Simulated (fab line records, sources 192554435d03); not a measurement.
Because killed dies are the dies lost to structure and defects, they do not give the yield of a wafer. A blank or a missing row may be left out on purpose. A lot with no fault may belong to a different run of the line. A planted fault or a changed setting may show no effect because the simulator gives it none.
fab line records -- flow n5Finfet
[record] lots = 7, wafers = 21
route steps=1938 shown WELL_APT@36 FIN_SAQP@125 FIN_CUT@160 SPACER0@259 SD_EPI_N@268 SDB@369 HKMG_FIN@386 GATE_CUT@490
startH: hours from the record's opening day to when the first of the lot's shown wafers began -- waitH: how many hours have passed since the lot's step before this one -- " identical to the entry in the row above -- L1.1+2: a row that stands for several wafers -- - no value, or no start given -- * or withheld: withheld -- < > ~ a bound
route shown NAME@n: a module of which the file shows steps, and the number in the route of the first -- usual: mean/standard deviation taken from wafers without a fault -- same: alike in all rows -- chamber/n: place in a boat -- sites: readings site by site -- _std_site: standard deviation of those values -- _edge_site: inner sites' mean taken away from outer sites' mean -- radiusMm: for every site, how far away it sits from the centre of the wafer -- mask NAME#n: copy n -- behind: tool/chamber where the wafer was last shaped -- hold: why the lot went on hold/how many hours it stayed there/how the hold came to an end -- device: the transistor (n, p or np) that didn't switch -- end of line: tests run on the same wafers once the route is complete -- where a step has no rows: the recipe by itself -- killed: the dies lost at the first sort to structure and to defects; this is not the yield of the wafer -- map: a wafer's dies, marking killed ones x, the rest . and places with no die _
set.NAME: the setting the step ran with; set.NAME@STEP: the setting that earlier step ran with -- model.NAME: the simulator's own value behind a step, which no gauge read
lots run with intentionally changed settings; tables by step, rows by wafer
[[steps]]
[step N5_WELL_APT_COAT_19]
[recipe] spinRpm = 1357, resistThkNm = 950
lot.wafer,tool,chamber,startH,waitH,set.spinRpm,model.coat_of_WELL_APT_COAT_19.thkNm
L081.2+6,lithoTrack-03,0,-,-,1210,1002
L081.5,lithoTrack-03,0,-,-,1210,1004
L083.2,lithoTrack-01,0,-,-,1285,981.6
L083.4,lithoTrack-01,0,-,-,1285,978.7
L083.5,lithoTrack-01,0,-,-,1357,953.5
L085.1,lithoTrack-05,0,-,-,1357,945.7
L085.2,lithoTrack-05,0,-,-,1446,917.8
L085.6,lithoTrack-05,0,-,-,1357,945.2
L086.3,lithoTrack-01,0,-,-,1357,946.7
L086.5,lithoTrack-01,0,-,-,1357,952
L086.6,lithoTrack-01,0,-,-,1489,906.6
L089.3,lithoTrack-03,0,-,-,1396,931.1
L089.5,lithoTrack-03,0,-,-,1357,946.9
L089.6,lithoTrack-03,0,-,-,1396,931.7
L090.2,lithoTrack-01,0,-,-,1429,923.7
L090.4,lithoTrack-01,0,-,-,1357,951.2
L090.6,lithoTrack-01,0,-,-,1357,948.1
L096.2,lithoTrack-01,0,-,-,1357,947.5
L096.3,lithoTrack-01,0,-,-,1357,946.6
L096.5,lithoTrack-01,0,-,-,1357,946.3
[step N5_FIN_SAQP_SPACER1_ALD_24]
[recipe] material = SiO2, targetThkA = 203, tempC = 300, aldPrecursorFamily = BDEAS, aldCoReactant = O2-plasma, pulseTimeS = 1, purgeTimeS = 2, coReactantPurgeTimeS = 2, aldCycles = 218, pressureTorr = 2
lot.wafer,tool,chamber,startH,waitH,set.aldCycles,model.SiO2_of_FIN_SAQP_SPACER1_ALD_24.thkNm
L081.2,aldSin-04,1,64.60,0.3,192,17.8
L081.5,aldSin-04,3,64.60,0.3,218,20.2
L081.6,aldSin-04,0,64.60,0.3,192,18
L083.2+5,aldSin-03,0,79.58,0.3,218,20.4
L083.4,aldSin-03,1,79.58,0.3,196,18.2
L085.1,aldSin-01,0,91.15,0.4,218,20.4
L085.2,aldSin-01,1,91.15,0.4,218,20.2
L085.6,aldSin-01,0,91.15,0.4,230,21.4
L086.3+6,aldSin-03,"0,3",96.95,2.0,218,20.2
L086.5,aldSin-03,2,96.95,2.0,218,20.4
L089.3+6,aldSin-04,"1,3",112.82,0.1,236,22
L089.5,aldSin-04,2,112.82,0.1,218,20.4
L090.2+4+6,aldSin-01,"3,2,2",118.78,0.3,218,20.2
L096.2+5,aldSin-01,"2,1",155.38,0.3,218,20.2
L096.3,aldSin-01,0,155.38,0.3,218,20.4
[step N5_FIN_SAQP_SPACER1_ETCHBACK_25]
[recipe] chemistry = CHF3/O2, mode = anisotropicEtchback, target = SiO2, targetDepthA = 244, timeS = 12.2, pressureMtorr = 30, sourceW = 650, biasW = 170, Ar_flow_sccm = 200, CHF3_flow_sccm = 50, O2_flow_sccm = 5, ionEnergyEv = 200
[step N5_FIN_SAQP_MANDREL1_REMOVE_56]
[recipe] chemistry = HBr/Cl2/O2, btTimeS = 10, target = a-Si, stopOn = SiNx, endpoint = OES-SiCl, overEtchFrac = 1, icpW = 600, biasW = 22, HBr_flow_sccm = 150, Cl2_flow_sccm = 80, O2_flow_sccm = 5, pressureMtorr = 10
lot.wafer,tool,chamber,startH,waitH,set.aldCycles@FIN_SAQP_SPACER1_ALD_24,model.FIN_SAQP.cdNm
L081.2,rieSi-04,1,65.40,0.1,192,17.8
L081.5,rieSi-04,1,65.40,0.1,218,20
L081.6,rieSi-04,0,65.40,0.1,192,18
L083.2,rieSi-04,2,80.39,0.1,218,20.2
L083.4,rieSi-04,3,80.39,0.1,196,18.2
L083.5,rieSi-04,3,80.39,0.1,218,20.4
L085.1,rieSi-02,0,92.02,0.1,218,20.4
L085.2,rieSi-02,1,92.02,0.1,218,20.2
L085.6,rieSi-02,3,92.02,0.1,230,21.6
L086.3,rieSi-04,1,97.75,0.1,218,20.4
L086.5+6,rieSi-04,"2,3",97.75,0.1,218,20.2
L089.3+6,rieSi-04,"1,3",113.62,0.1,236,21.8
L089.5,rieSi-04,2,113.62,0.1,218,20.2
L090.2+4+6,rieSi-04,"1,0,1",119.60,0.1,218,20.2
L096.2+3,rieSi-04,"1,3",156.19,0.1,218,20.4
L096.5,rieSi-04,1,156.19,0.1,218,20.2
[step N5_FIN_SAQP_CD_MEAS_27]
[recipe] targetCdNm = 20, landingEnergyEv = 1000, detector = seInlens, polarity = line
[usual] cdNm = 20.28/0.22
lot.wafer,tool,chamber,startH,waitH,set.aldCycles@FIN_SAQP_SPACER1_ALD_24,cdNm
L081.2,cdSem-03,0,65.52,0.1,192,17.62
L081.5,cdSem-03,0,65.52,0.1,218,20.25
L081.6,cdSem-03,0,65.52,0.1,192,17.90
L083.2,cdSem-03,0,80.51,0.1,218,20.32
L083.4,cdSem-03,0,80.51,0.1,196,18.00
L083.5,cdSem-03,0,80.51,0.1,218,20.39
L085.1,cdSem-03,0,92.13,0.1,218,20.62
L085.2,cdSem-03,0,92.13,0.1,218,20.19
L085.6,cdSem-03,0,92.13,0.1,230,21.43
L086.3,cdSem-01,0,97.87,0.1,218,20.33
L086.5,cdSem-01,0,97.87,0.1,218,20.35
L086.6,cdSem-01,0,97.87,0.1,218,20.31
L089.3,cdSem-01,0,113.74,0.1,236,21.81
L089.5,cdSem-01,0,113.74,0.1,218,20.24
L089.6,cdSem-01,0,113.74,0.1,236,22.08
L090.2,cdSem-01,0,119.71,0.1,218,20.09
L090.4,cdSem-01,0,119.71,0.1,218,20.41
L090.6,cdSem-01,0,119.71,0.1,218,20.12
L096.2,cdSem-02,0,156.30,0.1,218,20.40
L096.3,cdSem-02,0,156.30,0.1,218,20.52
L096.5,cdSem-02,0,156.30,0.1,218,20.18
[step N5_FIN_CUT_EXPOSE_05]
[recipe] maskId = FIN_CUT, na = 0.33, sourceShape = annular, sigmaInner = 0.35, sigmaOuter = 0.8, polarization = unpolarized, doseMj = 45.75
lot.wafer,tool,chamber,startH,waitH,mask,set.doseMj
L081.2,euvScanner-02,0,68.19,-,FIN_CUT#0,43.41
L081.5+6,euvScanner-02,0,68.19,-,FIN_CUT#0,45.75
L083.2+4,euvScanner-02,0,82.96,-,FIN_CUT#0,47.1
L083.5,euvScanner-02,0,82.96,-,FIN_CUT#0,45.75
L085.1+2+6,euvScanner-01,0,95.77,-,FIN_CUT#0,45.75
L086.3+5+6,euvScanner-02,0,101.42,-,FIN_CUT#0,44.54
L089.3,euvScanner-02,0,116.12,-,FIN_CUT#0,45.75
L089.5+6,euvScanner-02,0,116.12,-,FIN_CUT#0,47.15
L090.2+6,euvScanner-02,0,122.09,-,FIN_CUT#0,46.91
L090.4,euvScanner-02,0,122.09,-,FIN_CUT#0,45.75
L096.2+3+5,euvScanner-02,0,159.27,-,FIN_CUT#0,45.75
[step N5_FIN_CUT_PEB_06]
[recipe] pebTempC = 100, pebTimeS = 60, resist = CAR-EUV
[step N5_FIN_CUT_DEVELOP_07]
[recipe] developTimeS = 30, developer = TMAH, resist = CAR-EUV, rinseLiquid = surfactantRinse, dry = airSpin, devTempC = 23
[step N5_FIN_CUT_DESCUM_13]
[recipe] chemistry = O2, timeS = 7, sourcePowerW = 50, biasPowerW = 20, pressureMtorr = 20, rfFrequencyHz = 2.712e+07, tempC = 40, resist = CAR-EUV, o2FlowSccm = 225
[step N5_FIN_CUT_ETCH_30]
[recipe] chemistry = N2/H2, target = underlayer, targetDepthA = 130, maskMaterial = CAR-EUV, timeS = 10.4, ionEnergyEv = 200, pressureMtorr = 30, sourceW = 840, biasW = 150, n2FlowSccm = 200, h2FlowSccm = 200, ends = cleared
lot.wafer,tool,chamber,startH,waitH,set.doseMj@FIN_CUT_EXPOSE_05,model.FIN_CUT.cdOffsetNm
L081.2,rieDiel-02,0,68.48,0.0,43.41,-0.6
L081.5+6,rieDiel-02,"1,0",68.48,0.0,45.75,0.2
L083.2+4,rieDiel-06,"0,3",83.24,0.0,47.1,0.4
L083.5,rieDiel-06,0,83.24,0.0,45.75,0
L085.1+2,rieDiel-06,"2,1",96.22,0.0,45.75,0
L085.6,rieDiel-06,0,96.22,0.0,45.75,0.2
L086.3+5+6,rieDiel-02,"1,1,0",101.80,0.0,44.54,-0.4
L089.3,rieDiel-02,0,116.40,0.0,45.75,0
L089.5,rieDiel-02,0,116.40,0.0,47.15,0.8
L089.6,rieDiel-02,3,116.40,0.0,47.15,0.6
L090.2,rieDiel-04,3,122.38,0.0,46.91,0.6
L090.4,rieDiel-04,2,122.38,0.0,45.75,0
L090.6,rieDiel-04,1,122.38,0.0,46.91,0.8
L096.2+3,rieDiel-06,"3,2",159.55,0.0,45.75,0
L096.5,rieDiel-06,3,159.55,0.0,45.75,0.2
[step N5_FIN_CUT_ETCH_20]
[recipe] chemistry = CF4, target = SiARC, targetDepthA = 260, maskMaterial = CAR-EUV, timeS = 43.3, ionEnergyEv = 80, pressureMtorr = 40, sourceW = 545, biasW = 36, Ar_flow_sccm = 100, cf4FlowSccm = 100, ends = cleared
lot.wafer,tool,chamber,startH,waitH,set.doseMj@FIN_CUT_EXPOSE_05,model.FIN_CUT.cdOffsetNm
L081.2,rieDiel-02,0,68.50,0.0,43.41,-0.8
L081.5,rieDiel-02,1,68.50,0.0,45.75,0.2
L081.6,rieDiel-02,0,68.50,0.0,45.75,0.4
L083.2+4,rieDiel-06,"0,3",83.26,0.0,47.1,0.4
L083.5,rieDiel-06,0,83.26,0.0,45.75,0
L085.1+6,rieDiel-06,"2,0",96.24,0.0,45.75,0.2
L085.2,rieDiel-06,1,96.24,0.0,45.75,0
L086.3+5+6,rieDiel-02,"1,1,0",101.82,0.0,44.54,-0.4
L089.3,rieDiel-02,0,116.42,0.0,45.75,-0.2
L089.5+6,rieDiel-02,"0,3",116.42,0.0,47.15,0.6
L090.2+6,rieDiel-04,"3,1",122.40,0.0,46.91,0.6
L090.4,rieDiel-04,2,122.40,0.0,45.75,0.2
L096.2+5,rieDiel-06,3,159.57,0.0,45.75,0
L096.3,rieDiel-06,2,159.57,0.0,45.75,0.2
[step N5_SPACER0_ALD_00]
[recipe] material = SiOCN, targetThkA = 35, tempC = 400, aldPrecursorFamily = alkyl-aminosilane, aldCoReactant = O2/N2-plasma, pulseTimeS = 3, purgeTimeS = 2, coReactantPurgeTimeS = 2, aldCycles = 58, pressureTorr = 2
lot.wafer,tool,chamber,startH,waitH,set.aldCycles,model.SiOCN_of_SPACER0_ALD_00.thkNm
L081.2+5,aldSin-03,"0,3",88.33,0.1,58,3.4
L081.6,aldSin-03,2,88.33,0.1,64,3.8
L083.2+4,aldSin-01,"1,2",104.26,0.1,58,3.6
L083.5,aldSin-01,3,104.26,0.1,54,3.2
L085.1,aldSin-03,0,117.18,0.1,58,3.4
L085.2+6,aldSin-03,"2,3",117.18,0.1,50,3
L086.3,aldSin-03,1,123.57,0.1,58,3.6
L086.5,aldSin-03,0,123.57,0.1,62,3.8
L086.6,aldSin-03,1,123.57,0.1,58,3.4
L089.3,aldSin-03,3,136.07,0.1,58,3.6
L089.5,aldSin-03,1,136.07,0.1,58,3.4
L089.6,aldSin-03,2,136.07,0.1,51,3
L090.2,aldSin-01,2,142.25,0.1,51,3
L090.4,aldSin-01,1,142.25,0.1,58,3.4
L090.6,aldSin-01,1,142.25,0.1,58,3.6
L096.2+5,aldSin-02,"3,2",184.71,0.1,58,3.6
L096.3,aldSin-02,2,184.71,0.1,58,3.4
[step N5_SD_EPI_N_PEB_07]
[recipe] pebTempC = 110, pebTimeS = 60, resist = CAR-ArF-block
lot.wafer,tool,chamber,startH,waitH,set.pebTempC
L081.2+5+6,lithoTrack-01,0,89.08,0.0,110
L083.2+4,lithoTrack-03,0,104.88,0.0,112.4
L083.5,lithoTrack-03,0,104.88,0.0,110
L085.1,lithoTrack-05,0,117.80,0.1,110
L085.2+6,lithoTrack-05,0,117.80,0.1,112.2
L086.3+6,lithoTrack-03,0,124.19,0.0,111.5
L086.5,lithoTrack-03,0,124.19,0.0,110
L089.3,lithoTrack-01,0,136.82,0.0,110
L089.5+6,lithoTrack-01,0,136.82,0.0,107.4
L090.2+4+6,lithoTrack-03,0,142.87,0.0,110
L096.2+3+5,lithoTrack-01,0,185.46,0.0,110
[step N5_SD_EPI_N_DEVELOP_08]
[recipe] developTimeS = 30, developer = TMAH, resist = CAR-ArF-block, devTempC = 23, rinseLiquid = diw, dry = airSpin
[step N5_SD_EPI_N_CD_MEAS_09]
[recipe] targetCdNm = 120, landingEnergyEv = 500, detector = seInlens
[usual] cdNm = 119.8/0.62
lot.wafer,tool,chamber,startH,waitH,set.pebTempC@SD_EPI_N_PEB_07,cdNm
L081.2,cdSem-02,0,89.15,-,110,119.5
L081.5,cdSem-02,0,89.15,-,110,119.5
L081.6,cdSem-02,0,89.15,-,110,119.7
L083.2,cdSem-02,0,104.95,-,112.4,125.7
L083.4,cdSem-02,0,104.95,-,112.4,124.8
L083.5,cdSem-02,0,104.95,-,110,119.5
L085.1,cdSem-02,0,117.87,-,110,118.8
L085.2,cdSem-02,0,117.87,-,112.2,125.0
L085.6,cdSem-02,0,117.87,-,112.2,126.5
L086.3,cdSem-03,0,124.26,-,111.5,123.9
L086.5,cdSem-03,0,124.26,-,110,119.6
L086.6,cdSem-03,0,124.26,-,111.5,123.5
L089.3,cdSem-03,0,136.89,-,110,118.5
L089.5,cdSem-03,0,136.89,-,107.4,111.8
L089.6,cdSem-03,0,136.89,-,107.4,112.3
L090.2,cdSem-02,0,142.94,-,110,119.9
L090.4,cdSem-02,0,142.94,-,110,119.6
L090.6,cdSem-02,0,142.94,-,110,120.5
L096.2,cdSem-02,0,185.53,-,110,120.2
L096.3,cdSem-02,0,185.53,-,110,121.0
L096.5,cdSem-02,0,185.53,-,110,120.4
[step N5_SD_EPI_N_DESCUM_14]
[recipe] chemistry = O2, timeS = 7.9, sourcePowerW = 50, biasPowerW = 20, pressureMtorr = 20, rfFrequencyHz = 2.712e+07, tempC = 40, resist = CAR-ArF-block, o2FlowSccm = 225
lot.wafer,tool,chamber,startH,waitH,set.pebTempC@SD_EPI_N_PEB_07,model.SD_EPI_N.cdNm
L081.2+5,rieDiel-03,0,89.29,0.1,110,119.6
L081.6,rieDiel-03,3,89.29,0.1,110,120
L083.2,rieDiel-03,0,105.04,0.0,112.4,125.6
L083.4,rieDiel-03,1,105.04,0.0,112.4,125
L083.5,rieDiel-03,0,105.04,0.0,110,119.6
L085.1,rieDiel-01,1,118.11,0.2,110,119
L085.2,rieDiel-01,3,118.11,0.2,112.2,124.8
L085.6,rieDiel-01,2,118.11,0.2,112.2,126.4
L086.3,rieDiel-03,1,124.35,0.0,111.5,124
L086.5,rieDiel-03,3,124.35,0.0,110,119.2
L086.6,rieDiel-03,2,124.35,0.0,111.5,123.4
L089.3,rieDiel-03,2,137.13,0.2,110,118.8
L089.5,rieDiel-03,0,137.13,0.2,107.4,111.8
L089.6,rieDiel-03,1,137.13,0.2,107.4,112.4
L090.2+4,rieDiel-03,"2,3",143.04,0.0,110,119.8
L090.6,rieDiel-03,2,143.04,0.0,110,120.6
L096.2,rieDiel-05,3,185.62,0.0,110,119.8
L096.3,rieDiel-05,2,185.62,0.0,110,120.6
L096.5,rieDiel-05,1,185.62,0.0,110,120.2
[step N5_SD_EPI_N_ETCH_34]
[recipe] chemistry = CF4, target = SiARC, targetDepthA = 455, maskMaterial = CAR-ArF-block, timeS = 75.8, ionEnergyEv = 80, pressureMtorr = 40, sourceW = 545, biasW = 36, Ar_flow_sccm = 100, cf4FlowSccm = 100, ends = cleared
lot.wafer,tool,chamber,startH,waitH,set.pebTempC@SD_EPI_N_PEB_07,model.SD_EPI_N.cdNm
L081.2,rieDiel-03,0,89.32,0.0,110,119.4
L081.5,rieDiel-03,0,89.32,0.0,110,119.6
L081.6,rieDiel-03,3,89.32,0.0,110,120.2
L083.2,rieDiel-03,0,105.07,0.0,112.4,125.6
L083.4,rieDiel-03,1,105.07,0.0,112.4,125
L083.5,rieDiel-03,0,105.07,0.0,110,119.6
L085.1,rieDiel-01,1,118.15,0.0,110,118.8
L085.2,rieDiel-01,3,118.15,0.0,112.2,125
L085.6,rieDiel-01,2,118.15,0.0,112.2,126.2
L086.3,rieDiel-03,1,124.38,0.0,111.5,123.8
L086.5,rieDiel-03,3,124.38,0.0,110,119.4
L086.6,rieDiel-03,2,124.38,0.0,111.5,123.6
L089.3,rieDiel-03,2,137.16,0.0,110,118.8
L089.5,rieDiel-03,0,137.16,0.0,107.4,111.4
L089.6,rieDiel-03,1,137.16,0.0,107.4,112.4
L090.2+4,rieDiel-03,"2,3",143.08,0.0,110,120
L090.6,rieDiel-03,2,143.08,0.0,110,120.8
L096.2,rieDiel-05,3,185.65,0.0,110,119.6
L096.3,rieDiel-05,2,185.65,0.0,110,120.6
L096.5,rieDiel-05,1,185.65,0.0,110,120
[step N5_SDB_CUT_ETCH_26]
[recipe] chemistry = HBr/Cl2/O2, target = Si, targetDepthA = 1296, btTimeS = 20, maskMaterial = SiNx, timeS = 51.8, ionEnergyEv = *, biasW = *, pressureMtorr = 10, icpW = 800, HBr_flow_sccm = 150, Cl2_flow_sccm = 80, O2_flow_sccm = 12
lot.wafer,tool,chamber,startH,waitH,set.icpW,model.SDB.featureDepthNm,model.etch.depthNm
L081.2,rieSi-02,1,107.19,0.1,726.7,123.6,123.5
L081.5,rieSi-02,0,107.19,0.1,800,130.6,130.6
L081.6,rieSi-02,1,107.19,0.1,726.7,124.8,124.8
L083.2,rieSi-01,0,123.63,0.1,800,127.2,127.3
L083.4,rieSi-01,3,123.63,0.1,800,125.4,125.4
L083.5,rieSi-01,2,123.63,0.1,800,130.8,130.8
L085.1,rieSi-04,2,135.25,0.1,800,132,131.9
L085.2,rieSi-04,3,135.25,0.1,800,131.4,131.3
L085.6,rieSi-04,0,135.25,0.1,800,132,132
L086.3,rieSi-04,3,141.49,0.1,758,127.2,127.1
L086.5,rieSi-04,3,141.49,0.1,758,127,127.1
L086.6,rieSi-04,0,141.49,0.1,800,131.6,131.6
L089.3,rieSi-02,2,155.44,0.1,800,128.4,128.5
L089.5,rieSi-02,1,155.44,0.1,800,129.4,129.4
L089.6,rieSi-02,2,155.44,0.1,800,127.6,127.5
L090.2,rieSi-02,1,161.00,0.1,800,130,129.9
L090.4,rieSi-02,0,161.00,0.1,857.1,134.8,134.9
L090.6,rieSi-02,0,161.00,0.1,800,130.4,130.4
L096.2,rieSi-02,2,203.59,0.1,800,126.8,126.8
L096.3,rieSi-02,3,203.59,0.1,800,127,127
L096.5,rieSi-02,2,203.59,0.1,800,127,127.1
[step N5_HKMG_FIN_HK_ALD_01]
[recipe] material = HfO2, targetThkA = 16, tempC = withheld, aldPrecursorFamily = HfCl4, aldCoReactant = H2O, pulseTimeS = 3, purgeTimeS = 3, coReactantPurgeTimeS = 2.5, coReactantPulseTimeS = 0.3, aldCycles = 30
lot.wafer,tool,chamber,startH,waitH,set.aldCycles
L081.2,aldHk-01,1,111.45,0.1,26
L081.5+6,aldHk-01,"1,2",111.45,0.1,30
L083.2+5,aldHk-03,0,127.45,0.0,35
L083.4,aldHk-03,3,127.45,0.0,30
L085.1,aldHk-03,3,139.12,0.1,27
L085.2+6,aldHk-03,"2,3",139.12,0.1,30
L086.3,aldHk-02,3,145.80,0.0,30
L086.5+6,aldHk-02,"2,1",145.80,0.0,27
L089.3+5,aldHk-02,"1,0",159.27,0.0,25
L089.6,aldHk-02,3,159.27,0.0,30
L090.2+4+6,aldHk-02,"1,2,1",164.83,0.0,30
L096.2+3+5,aldHk-02,"1,2,2",207.44,0.0,30
[step N5_HKMG_FIN_HK_ANNEAL_02]
[recipe] tempC = 700, timeS = 30, ambient = N2, idleTempC = 600, rampUpCPerS = 150, rampDownCPerS = 60, coolToC = 600
[step N5_HKMG_FIN_ALD_74]
[recipe] material = La2O3, targetThkA = 5, tempC = 250, aldPrecursorFamily = La-Cp, aldCoReactant = O3, pulseTimeS = 6, coReactantPulseTimeS = 1, purgeTimeS = 3, coReactantPurgeTimeS = 3
[step N5_HKMG_FIN_WET_ETCH_82]
[recipe] chemistry = dHCl, mix = 1:10000, tempC = 25, target = La2O3, stopOn = HfO2, targetDepthNm = 2, dry = ipaMarangoni, rinseTimeS = 30, rinseTempC = 23
[step N5_HKMG_FIN_ALD_36]
[recipe] material = TiN, targetThkA = 10, tempC = 400, aldPrecursorFamily = TiCl4, aldCoReactant = NH3, pulseTimeS = 1, purgeTimeS = 3, coReactantPurgeTimeS = 2, coReactantPulseTimeS = 2, aldCycles = 47, pressureTorr = 3
[step N5_HKMG_FIN_THK_MEAS_70]
[recipe] thkMeasGauge = xrf, reads = HfO2_of_HKMG_FIN_HK_ALD_01
[usual] HK_THK = 1.589/0.019
lot.wafer,tool,chamber,startH,waitH,set.aldCycles@HKMG_FIN_HK_ALD_01,HK_THK[nm]
L081.2,filmMetro-02,-,115.13,0.2,26,1.374
L081.5,filmMetro-02,-,115.13,0.2,30,1.584
L081.6,filmMetro-02,-,115.13,0.2,30,1.589
L083.2,filmMetro-02,-,130.96,0.2,35,1.887
L083.4,filmMetro-02,-,130.96,0.2,30,1.622
L083.5,filmMetro-02,-,130.96,0.2,35,1.869
L085.1,filmMetro-01,-,143.12,0.2,27,1.434
L085.2,filmMetro-01,-,143.12,0.2,30,1.581
L085.6,filmMetro-01,-,143.12,0.2,30,1.577
L086.3,filmMetro-02,-,149.58,0.2,30,1.616
L086.5,filmMetro-02,-,149.58,0.2,27,1.400
L086.6,filmMetro-02,-,149.58,0.2,27,1.390
L089.3,filmMetro-02,-,162.82,0.2,25,1.302
L089.5,filmMetro-02,-,162.82,0.2,25,1.313
L089.6,filmMetro-02,-,162.82,0.2,30,1.557
L090.2,filmMetro-02,-,168.89,0.2,30,1.562
L090.4,filmMetro-02,-,168.89,0.2,30,1.626
L090.6,filmMetro-02,-,168.89,0.2,30,1.607
L096.2,filmMetro-02,-,211.11,0.2,30,1.600
L096.3,filmMetro-02,-,211.11,0.2,30,1.576
L096.5,filmMetro-02,-,211.11,0.2,30,1.554
[step N5_GATE_CUT_DESCUM_18]
[recipe] chemistry = O2, timeS = 7, sourcePowerW = 50, biasPowerW = 20, pressureMtorr = 20, rfFrequencyHz = 2.712e+07, tempC = 40, resist = CAR-EUV, o2FlowSccm = 225
lot.wafer,tool,chamber,startH,waitH,set.timeS,model.CAR-EUV_of_GATE_CUT_COAT_07.thkNm
L081.2+6,rieDiel-06,"1,3",124.35,0.0,7,26
L081.5,rieDiel-06,2,124.35,0.0,7,25.8
L083.2,rieDiel-02,2,139.97,0.0,6.51,26.2
L083.4+5,rieDiel-02,"0,2",139.97,0.0,7,26
L085.1,rieDiel-06,3,152.47,0.0,8.251,25.6
L085.2,rieDiel-06,2,152.47,0.0,7,26
L085.6,rieDiel-06,3,152.47,0.0,7,26.2
L086.3+5+6,rieDiel-02,"1,3,2",158.96,0.0,5.638,26.8
L089.3,rieDiel-06,2,172.44,0.0,7,26
L089.5,rieDiel-06,2,172.44,0.0,6.285,26.2
L089.6,rieDiel-06,3,172.44,0.0,6.285,26.4
L090.2,rieDiel-06,0,178.69,0.3,7.486,25.8
L090.4+6,rieDiel-06,"2,1",178.69,0.3,7,26
L096.2+5,rieDiel-02,"1,3",223.85,0.1,7,26
L096.3,rieDiel-02,0,223.85,0.1,7,26.2
[step N5_GATE_CUT_ALD_22]
[recipe] material = SiNx, targetThkA = 160, tempC = 400, aldPrecursorFamily = SiH2I2, aldCoReactant = N2/H2-plasma, pulseTimeS = 1, aldCycles = 320, purgeTimeS = 2, coReactantPurgeTimeS = 2, pressureTorr = 2
lot.wafer,tool,chamber,startH,waitH,set.aldCycles,model.SiNx_of_GATE_CUT_ALD_22.thkNm
L081.2+5+6,aldSin-02,"3,1,0",125.19,0.0,320,16
L083.2+4+5,aldSin-03,"3,1,3",141.16,0.0,305,15.2
L085.1,aldSin-01,0,153.31,0.0,283,14.4
L085.2,aldSin-01,3,153.31,0.0,320,16
L085.6,aldSin-01,2,153.31,0.0,320,16.2
L086.3+6,aldSin-03,"1,2",160.07,0.0,341,17
L086.5,aldSin-03,3,160.07,0.0,320,16
L089.3,aldSin-02,3,173.77,0.1,320,16
L089.5+6,aldSin-02,"3,0",173.77,0.1,290,14.4
L090.2+4+6,aldSin-01,"1,0,2",179.53,0.0,320,16
L096.2+3+5,aldSin-03,"3,2,1",224.69,0.0,320,16
[[key]]
[split] step = N5_WELL_APT_COAT_19, setting = spinRpm, stated = 1357, by = wafer
[response] step = N5_WELL_APT_COAT_19, reading = model.coat_of_WELL_APT_COAT_19.thkNm, change = -4.55, per = 1%, r = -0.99
[split] step = N5_FIN_SAQP_SPACER1_ALD_24, setting = aldCycles, stated = 218, by = wafer
[response] step = N5_FIN_SAQP_SPACER1_ALD_24, reading = model.SiO2_of_FIN_SAQP_SPACER1_ALD_24.thkNm, change = +0.201, per = 1%, r = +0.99
[response] step = N5_FIN_SAQP_MANDREL1_REMOVE_56, reading = model.FIN_SAQP.cdNm, change = +0.194, per = 1%, r = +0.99
[response] step = N5_FIN_SAQP_CD_MEAS_27, reading = cdNm, change = +0.214, per = 1%, r = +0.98
[split] step = N5_FIN_CUT_EXPOSE_05, setting = doseMj, stated = 45.75, by = wafer
[response] step = N5_FIN_CUT_ETCH_30, reading = model.FIN_CUT.cdOffsetNm, change = +0.181, per = 1%, r = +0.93
[response] step = N5_FIN_CUT_ETCH_20, reading = model.FIN_CUT.cdOffsetNm, change = +0.203, per = 1%, r = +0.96
[split] step = N5_SPACER0_ALD_00, setting = aldCycles, stated = 58, by = wafer
[response] step = N5_SPACER0_ALD_00, reading = model.SiOCN_of_SPACER0_ALD_00.thkNm, change = +0.0388, per = 1%, r = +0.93
[split] step = N5_SD_EPI_N_PEB_07, setting = pebTempC, stated = 110, by = wafer
[response] step = N5_SD_EPI_N_CD_MEAS_09, reading = cdNm, change = +2.94, per = 1%, r = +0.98
[response] step = N5_SD_EPI_N_DESCUM_14, reading = model.SD_EPI_N.cdNm, change = +2.94, per = 1%, r = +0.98
[response] step = N5_SD_EPI_N_ETCH_34, reading = model.SD_EPI_N.cdNm, change = +2.97, per = 1%, r = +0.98
[split] step = N5_SDB_CUT_ETCH_26, setting = icpW, stated = 800, by = wafer
[response] step = N5_SDB_CUT_ETCH_26, reading = model.SDB.featureDepthNm, change = +0.708, per = 1%, r = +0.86
[response] step = N5_SDB_CUT_ETCH_26, reading = model.etch.depthNm, change = +0.714, per = 1%, r = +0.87
[split] step = N5_HKMG_FIN_HK_ALD_01, setting = aldCycles, stated = 30, by = wafer
[response] step = N5_HKMG_FIN_THK_MEAS_70, reading = HK_THK, change = +0.016, per = 1%, r = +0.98
[split] step = N5_GATE_CUT_DESCUM_18, setting = timeS, stated = 7, by = wafer
[response] step = N5_GATE_CUT_DESCUM_18, reading = model.CAR-EUV_of_GATE_CUT_COAT_07.thkNm, change = -0.0284, per = 1%, r = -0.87
[split] step = N5_GATE_CUT_ALD_22, setting = aldCycles, stated = 320, by = wafer
[response] step = N5_GATE_CUT_ALD_22, reading = model.SiNx_of_GATE_CUT_ALD_22.thkNm, change = +0.156, per = 1%, r = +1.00
